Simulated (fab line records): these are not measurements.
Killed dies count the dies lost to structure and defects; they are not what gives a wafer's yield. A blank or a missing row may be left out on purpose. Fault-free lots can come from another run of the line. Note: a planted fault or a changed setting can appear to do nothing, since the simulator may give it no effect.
Problem report in the 8D (eight disciplines) form, filled by code    flow nand-harc    the parts of the form that need people (team, actions taken, sign-off) are left out

== 1. WHAT WENT WRONG ==
Mean of thk-nm at NHARC_A_ONON_D1_THK_MEAS_24: 470 nm over 2 wafers from 1 lot, against 1000 nm (standard deviation 10) on wafers with no fault. Measured from the usual mean, that is -53 standard deviations.
The step: measures by ellipsometry.
First observed at day 14 23:17: wafer L747.1, on film-metro-02. The record has a number at this step for 39 wafers belonging to 13 lots. Rule for "out", or "out of limits": more than 4 standard deviations from the usual mean. All remaining wafers that have a number are taken as sound.

== 2. WHAT IT IS, AND WHAT IT ISN'T ==
question                     is                 is not
which readings at this step  thk-nm             -
which lots                   L747               L732, L733, L734, L736, L737, L738, L740, L741, L743, L752, L753, L754
which wafers of those lots   L747.1, L747.6     L747.3
read on which gauges         film-metro-02      film-metro-01
when                         from day 14 23:17  up to then (28 sound wafers); but 9 sound wafers of L752, L753, L754 came after

== 3. SUSPECTS, AND WHAT RULES EACH OUT ==
Counting: a tool at a process step up to the reading stays a suspect if it ran every lot that is out. Sound lots after the first of them don't rule it out here, since some wafers of a struck lot are sound.
- the gauge at NHARC_A_ONON_D1_THK_MEAS_24: ruled out. All the wafers that are out were read on film-metro-02, but those of them that NHARC_END_SORT_01 has rows for are out there too, on other tools.
- rtp-anneal-02 at NHARC_P_BONDPAD_ANNEAL_28 (time 90 s): kept. It processed L747, the lot that is out, at day 13 11:16, and its most recent sound lot before then was L743 at day 11 10:35.
- pecvd-onon-03 at NHARC_A_ONON_D1_DEP_22 (target thk 1000 nm): kept. It processed L747, the lot that is out, at day 14 22:46, and its most recent sound lot before then was L741 at day 12 10:11.
Left after counting: rtp-anneal-02 at NHARC_P_BONDPAD_ANNEAL_28, pecvd-onon-03 at NHARC_A_ONON_D1_DEP_22.

== 4. THE CAUSE (what the simulator had put in) ==
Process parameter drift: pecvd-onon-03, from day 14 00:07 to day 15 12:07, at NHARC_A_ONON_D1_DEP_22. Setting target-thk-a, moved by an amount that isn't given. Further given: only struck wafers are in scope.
After counting, 2 suspects remain, this tool included.

== 5. SEQUENCE OF EFFECTS, ordered by route ==
One row per reading whose mean, taken over the struck wafers that have a number, lies over 3 standard deviations from the usual. Scope: only readings with a usual standard deviation given in the record; hours: median across lots of the time from each lot's start at the first step in this table that gives one to its start at this step; sigmas: change in usual standard deviations.
hours  step                         reading          usual    on struck wafers  change  sigmas
0      NHARC_A_ONON_D1_THK_MEAS_24  thk-nm           1000 nm  470               -530    -53
379    NHARC_END_SORT_01            killed-at-array  62       670               +608    +41
379    NHARC_END_SORT_01            killed-dies      66       677               +611    +41

== 6. WHAT WOULD HAVE CAUGHT IT SOONER ==
Counted from the fault's start at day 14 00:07, it took 23 hours until the first out-of-limits reading at a measuring or inspecting step in this record, taken at day 14 23:17.
Tool readings at NHARC_A_ONON_D1_DEP_22 with a usual standard deviation given in the record: none out on any struck wafer, hence no alarm at a limit of 4 standard deviations on them.
By day 14 23:17, every lot that is out (1) had started NHARC_A_ONON_D1_DEP_22 on pecvd-onon-03. Had the tool been put on hold then, not one of them would have been saved.
